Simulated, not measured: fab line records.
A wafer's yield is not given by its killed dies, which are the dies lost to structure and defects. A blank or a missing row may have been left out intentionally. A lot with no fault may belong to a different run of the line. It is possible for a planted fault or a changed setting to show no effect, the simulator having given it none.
Split-lot study | flow n5Finfet | 21 wafers read across 7 lots, on a route 1938 steps long

## THE SPLIT
At N5_PASSIVATION_ETCH_15 (etches SiCN in CF4/N2, target depth 75 nm, time 81.2 s), the setting biasW was moved away from the recipe's 70 W on 11 of the 21 wafers read, by -13.3% to +13.2%. This setting was run at the recipe's value on the other wafers.

The reading is taken at the split's own step.

## THE READING
rfVppV, in V, at N5_PASSIVATION_ETCH_15 (etches SiCN in CF4/N2, target depth 75 nm, time 81.2 s). Typical for fault-free wafers on this fab line: 381.7 V, with standard deviation 1.9 V.

wafer  | tool, chamber at the split | biasW as run, W | against the recipe | rfVppV, V | against lot-mates on the recipe
L077.2 | rieDiel-06, 2              | 79.26           | +13.2%             | 411.1     | +31.5
L077.4 | rieDiel-06, 1              | 79.26           | +13.2%             | 412.6     | +33.0
L077.5 | rieDiel-06, 1              | 70              | recipe             | 379.6     | -
L079.2 | rieDiel-06, 2              | 76.62           | +9.5%              | 403.6     | no lot-mate on the recipe
L079.3 | rieDiel-06, 3              | 76.62           | +9.5%              | 406.8     | no lot-mate on the recipe
L079.6 | rieDiel-06, 1              | 76.62           | +9.5%              | 401.8     | no lot-mate on the recipe
L078.1 | rieDiel-05, 2              | 65.83           | -6.0%              | 367.9     | -14.1
L078.2 | rieDiel-05, 0              | 65.83           | -6.0%              | 369.8     | -12.2
L078.3 | rieDiel-05, 3              | 70              | recipe             | 382.0     | -
L081.3 | rieDiel-06, 3              | 70              | recipe             | 384.4     | -
L081.5 | rieDiel-06, 1              | 62.25           | -11.1%             | 352.6     | -31.8
L081.6 | rieDiel-06, 2              | 62.25           | -11.1%             | 357.9     | -26.5
L093.1 | rieDiel-02, 0              | 70              | recipe             | 382.3     | -
L093.3 | rieDiel-02, 3              | 70              | recipe             | 379.1     | -
L093.5 | rieDiel-02, 0              | 70              | recipe             | 381.7     | -
L096.1 | rieDiel-05, 1              | 60.67           | -13.3%             | 353.0     | -31.4
L096.2 | rieDiel-05, 0              | 70              | recipe             | 384.4     | -
L096.5 | rieDiel-05, 1              | 60.67           | -13.3%             | 352.5     | -31.9
L095.1 | rieDiel-02, 2              | 70              | recipe             | 381.6     | -
L095.2 | rieDiel-02, 0              | 70              | recipe             | 382.1     | -
L095.5 | rieDiel-02, 2              | 70              | recipe             | 380.5     | -

FIT RESULTS
A straight line over all 21 wafers: rfVppV changes by +2.28 V for each +1% of biasW; r = +1.00; the points scatter about the line by 1.9 V.
The same after taking each lot's own level away (the mean of its wafers on the recipe; 18 wafers): +2.45 V for each +1%; r = +1.00; scatter 1.6 V.
Per that fit: largest biasW move, reading shift of 33 V.
The span of the lots' own levels, 379.60 to 384.40 V, comes to 2.5 times the standard deviation stated above.
The two slopes are in agreement: the lot-to-lot level therefore moves the slope only a little.
Check: -32.9 V against its lot-mates is what the line predicts for one of the wafers moved furthest among these (-13.3%) when that wafer is left out of the fit. It came out at -31.4 V against them.
Tool readings at the split's step, against how far the setting was moved: rfVppV r = +1.00.

## ADDITIONAL SPLITS CARRIED BY THESE WAFERS
Note: prior to the reading, these wafers also went through further splits. Each is held against what the fit with the lots' levels taken away leaves over:
other split on the same wafers | wafers away from the commonest value | r with rfVppV (lot level and that fit taken away)
N5_BEOL_M15_ILD_DEP_00 timeS   | 9                                    | -0.11

## FILE'S OWN FIT
rfVppV changes by +2.45 V for each +1% of biasW, r = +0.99.
